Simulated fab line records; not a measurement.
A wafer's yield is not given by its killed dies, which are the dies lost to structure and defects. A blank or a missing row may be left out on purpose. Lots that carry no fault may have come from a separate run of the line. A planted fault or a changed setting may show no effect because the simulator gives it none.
Struck lot and sound lot, side by side	flow nand-harc	14 out of 1159 route steps
Sound: wafers L389.3, L389.5, L389.6. Struck: wafers L377.1, L377.2, L377.6. The cause is named last.
Each step with rows lists, per side, the tool, then ch with its chambers, then its first start. Under that, the readings that differ: sound wafers	struck wafers	difference of the means	sigmas: that difference in standard deviations of wafers without a fault.
alike: a reading whose means differ by less than 2 such deviations, as well as words and numbers matching on both sides. not compared: withheld readings; readings where some wafer has no value; bounds like >300 that might hide an equal value; numbers whose values overlap and for which the record gives no deviation.
The two part at a step that has a row with sigmas, a row that says differs or no value, or rows on one side only. Non-overlapping numbers with no deviation appear without sigmas and do not part them. A reading missing from all wafers of one side parts the sides only when that side holds two or more wafers.

NHARC_A_WL_FILL_STRIP_27: strips in N2/H2, time 20 s.
  sound on plasma-asher-02 ch 0,1, day 18 12:31; struck on plasma-asher-01 ch 0,1, day 15 03:03
  alike: drypump-motor-current-A, heater-power-w
  not compared: rf-hours-counter-h
then, 4 steps without rows for these wafers: NHARC_A_WL_FILL_STRIP_28 (strips in post etch residue remover, time 1200 s); NHARC_A_WL_FILL_PRECLEAN_06 (cleans in DIW, time 300 s); NHARC_A_WL_FILL_SRD_07; NHARC_A_WL_FILL_ANNEAL_08 (time 1800 s).
NHARC_A_WL_FILL_ALD_10: deposits SiO2, target thk 50 nm, pulse time 10 s, ald cycles 500.
  sound on ald-hk-01 ch 2,3, day 18 17:43; struck on ald-hk-01 ch 1,3, day 15 08:14
  alike: heater-power-w, precursor-pulse-height-rel
then, 1 step without rows for these wafers: NHARC_A_WL_FILL_ETCHBACK_16 (etches the open film in C4F8/O2/Ar, target depth 88 nm, time 17.6 s).
NHARC_A_WL_FILL_STRIP_29: strips in O2, time 20 s.
  sound on rie-diel-10 ch 0,1,2, day 18 22:28; struck on rie-diel-10 ch 1,3, day 15 12:26
  alike: drypump-motor-current-A, oes-product-au, rf-vpp-V, showerhead-plenum-p-Torr, throttle-valve-pct
  not compared: rf-hours-counter-h
NHARC_A_WL_FILL_ETCHBACK_17: etches the open film in Cl2/BCl3, target depth 4 nm, time 26.7 s.
  sound on rie-metal-02 ch 0,1, day 18 22:35; struck on rie-metal-03 ch 0,1, day 15 12:32
  alike: drypump-motor-current-A, oes-product-au
  not compared: rf-hours-counter-h
then, 2 steps without rows for these wafers: NHARC_A_WL_FILL_PRECLEAN_18 (cleans in dHF, time 30 s); NHARC_A_WL_FILL_SRD_21.
NHARC_A_WL_FILL_CVD_23: deposits poly-Si, target thk 40 nm, time 800 s.
  sound on lpcvd-poly-02 ch 0, day 19 01:01; struck on lpcvd-poly-04 ch 0, day 16 21:11
  alike: spike-tc-bottom-C
NHARC_A_WL_FILL_ETCHBACK_26: etches the open film in HBr, target depth 52 nm, time 13.3 s.
  sound on rie-si-01 ch 0,1,3, day 19 03:35; struck on rie-si-04 ch 0,1,2, day 16 23:46
  alike: drypump-motor-current-A, oes-product-au, throttle-valve-pct
  not compared: rf-hours-counter-h
-- break in the record here, with 4 days between the starts of the struck wafers on either side (left off in module A_WL_FILL, picked up again in module END, where the first step shown is number 1159 on the route) --
NHARC_END_SORT_01:
  here the record holds rows for the struck wafers (prober-01 ch 0, day 21 04:50) but none for the sound ones

## WHERE THEY PART
Within this record, at NHARC_END_SORT_01 only.

WHY: whatever the simulator had introduced
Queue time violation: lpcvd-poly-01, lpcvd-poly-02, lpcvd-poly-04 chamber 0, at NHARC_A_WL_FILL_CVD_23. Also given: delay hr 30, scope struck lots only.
